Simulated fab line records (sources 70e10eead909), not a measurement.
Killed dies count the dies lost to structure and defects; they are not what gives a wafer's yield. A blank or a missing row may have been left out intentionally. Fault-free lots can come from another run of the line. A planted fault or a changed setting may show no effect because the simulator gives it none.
Matching of chambers / flow nand_harc / NHARC_P_M0_DESCUM_14 on rie_diel-06 has 4 sister chambers
The step chemistry O2, time 3 s. 4 wafers are shown with their chamber, then 12 later ones without.

== WAFERS PAIRED WITH THEIR CHAMBERS ==
wafer=L088.6; chamber=2; drypump_motor_current_A (A)=5.6
wafer=L088.2; chamber=1; drypump_motor_current_A (A)=6.1
wafer=L090.3; chamber=3; drypump_motor_current_A (A)=5.0
wafer=L090.5; chamber=0; drypump_motor_current_A (A)=5.9

== WAFERS WHOSE CHAMBER IS MISSING ==
wafer=L093.2; drypump_motor_current_A (A)=6.2
wafer=L093.3; drypump_motor_current_A (A)=6.0
wafer=L093.6; drypump_motor_current_A (A)=6.0
wafer=L092.1; drypump_motor_current_A (A)=6.0
wafer=L092.4; drypump_motor_current_A (A)=5.0
wafer=L092.6; drypump_motor_current_A (A)=5.6
wafer=L097.1; drypump_motor_current_A (A)=5.0
wafer=L097.4; drypump_motor_current_A (A)=6.2
wafer=L097.6; drypump_motor_current_A (A)=6.0
wafer=L097.2; drypump_motor_current_A (A)=6.0
wafer=L097.3; drypump_motor_current_A (A)=5.6
wafer=L097.5; drypump_motor_current_A (A)=5.0

== CHAMBER TAKEN BY EACH ==
wafer=L093.2; from the rows above=1; in truth=1
wafer=L093.3; from the rows above=can't be placed: 0 or 1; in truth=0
wafer=L093.6; from the rows above=can't be placed: 0 or 1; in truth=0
wafer=L092.1; from the rows above=can't be placed: 0 or 1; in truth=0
wafer=L092.4; from the rows above=3; in truth=3
wafer=L092.6; from the rows above=2; in truth=2
wafer=L097.1; from the rows above=3; in truth=3
wafer=L097.4; from the rows above=1; in truth=1
wafer=L097.6; from the rows above=can't be placed: 0 or 1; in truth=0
wafer=L097.2; from the rows above=can't be placed: 0 or 1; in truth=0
wafer=L097.3; from the rows above=2; in truth=2
wafer=L097.5; from the rows above=3; in truth=3
Correct placement for 7 of the 12. Unplaceable from these rows: 5, with the true chamber sitting among the candidates in 5. Wrongly placed: 0.
How it was worked out, from the rows above alone: a wafer's distance from a chamber is the root of the sum, over the readings, of the square of ((its reading less the chamber's mean) divided by the reading's scatter). If the next closest chamber is less than 2 further off than the closest, the wafer can't be placed; otherwise it belongs to the closest. Each chamber's mean is taken over the wafers shown for it. The scatter (one wafer shown for each chamber): square how far every hidden wafer sits from the nearest shown wafer, average those squares and take the square root.
